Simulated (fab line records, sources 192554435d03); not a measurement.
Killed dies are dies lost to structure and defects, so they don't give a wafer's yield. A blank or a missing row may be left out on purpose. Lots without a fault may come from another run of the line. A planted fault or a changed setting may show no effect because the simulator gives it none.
A struck lot beside a sound one | flow n5_finfet | 15 steps out of a route of 1938
Sound: wafers L638.1, L638.5, L638.6. Struck: wafer L641.5. (L641.1, L641.6 of the same lot were not struck and are left out.) The cause comes at the end.
At each step with rows: each side's tool, then ch and its chambers, then its first start. Under that, the readings that differ: sound wafers | struck wafers | difference of the means | sigmas: that difference in standard deviations of wafers without a fault.
alike: readings whose means differ by less than 2 such deviations, and words and numbers that are the same on both sides. not compared: withheld readings, readings that some wafer has no value for, bounds like >300 that may hide the same value, and numbers for which the record gives no deviation and whose values overlap.
The two part at a step that has a row with sigmas, a row that says differs or no value, or rows on one side only. Numbers that don't overlap but have no deviation are shown without sigmas and don't part them. A reading that every wafer of one side lacks parts them only if that side has two wafers or more.

first, 2 steps without rows for these wafers: N5_BEOL_M9_STRIP_73 (strips in C4F6/O2); N5_BEOL_M9_STRIP_36 (strips in N2/H2).
N5_BEOL_M9_TRENCH_ETCH_37: etches SiCOH lowk in C4F6/O2, target depth 151.43 nm, time 49 s.
  sound on rie_diel-04 ch 0,1,2; struck on rie_diel-02 ch 0
  alike: drypump_motor_current_A, oes_product_au, rf_vpp_V, showerhead_plenum_p_Torr, throttle_valve_pct
  not compared: rf_hours_counter_h
N5_BEOL_M9_ETCH_41: etches SiCN in CH3F/O2, target depth 36.6 nm, time 70.1 s.
  sound on rie_diel-04 ch 0,1,2; struck on rie_diel-02 ch 0
  alike: drypump_motor_current_A, oes_product_au, rf_vpp_V, showerhead_plenum_p_Torr, throttle_valve_pct
  not compared: rf_hours_counter_h
N5_BEOL_M9_STRIP_80: strips in N2/H2, time 10 s.
  sound on rie_diel-04 ch 0,1,2; struck on rie_diel-02 ch 0
  alike: drypump_motor_current_A, oes_product_au, rf_vpp_V, showerhead_plenum_p_Torr, throttle_valve_pct
  not compared: rf_hours_counter_h
N5_BEOL_M9_OCD_MEAS_38:
  sound on ocd-01, day 10 09:42; struck on ocd-02, day 10 16:22
  alike: trench_depth_nm
then, 4 steps without rows for these wafers: N5_BEOL_M9_HM_STRIP_39 (strips TiN in peroxide tin strip, target depth 25 nm, time 158 s); N5_BEOL_M9_SRD_40 (time 30 s); N5_BEOL_M9_PRECLEAN_42 (cleans in residue remover, time 60 s); N5_BEOL_M9_SRD_43 (time 30 s).
N5_BEOL_M9_CD_MEAS_35: target cd 70 nm, target cd y 40 nm.
  sound on cd_sem-03, day 10 09:51; struck on cd_sem-02, day 10 16:31
  alike: cd_nm
N5_BEOL_M9_CURE_72: cures SiCOH lowk, time 120 s.
  sound on uv_cure-02 ch 1, day 10 09:54; struck on uv_cure-02 ch 1, day 10 16:34
  alike: lamp_power_pct, wafer_temp_C_max
N5_BEOL_M9_DEGAS_44: time 60 s.
  sound on pvd_sputter-03, day 10 10:14; struck on pvd_sputter-03, day 10 17:02
  reading              | sound                | struck | difference | sigmas
  susceptor_temp_C (C) | 250.29 249.90 250.10 | 247.35 | -2.75      | -17
  alike: heater_power_w
N5_BEOL_M9_PRE_CLEAN_45: time 30 s.
  sound on pvd_sputter-03, day 10 10:16; struck on pvd_sputter-03, day 10 17:04
  alike: heater_power_w
N5_PASSIVATION_PROBE_49:
  sound on prober-02, day 12 07:19; struck on prober-02, day 12 16:22
  alike: defect_limited_yield, killed_at_M0_to_M3, killed_at_M4_up, killed_at_contacts, killed_at_front_end, killed_at_other, killed_dies, killed_open, killed_short, sort_bin_5_function, sort_bin_6_memory, sort_n_pass, sort_yield_pct

WHERE THEY PART
Only at N5_BEOL_M9_DEGAS_44, within this record. Later steps at which nothing parts them and some readings are alike: N5_BEOL_M9_PRE_CLEAN_45, N5_PASSIVATION_PROBE_49.

WHY: what the simulator had put in
Process parameter drift: pvd_sputter-03, from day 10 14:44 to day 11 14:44, at N5_BEOL_M9_DEGAS_44. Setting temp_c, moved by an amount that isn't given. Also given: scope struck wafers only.
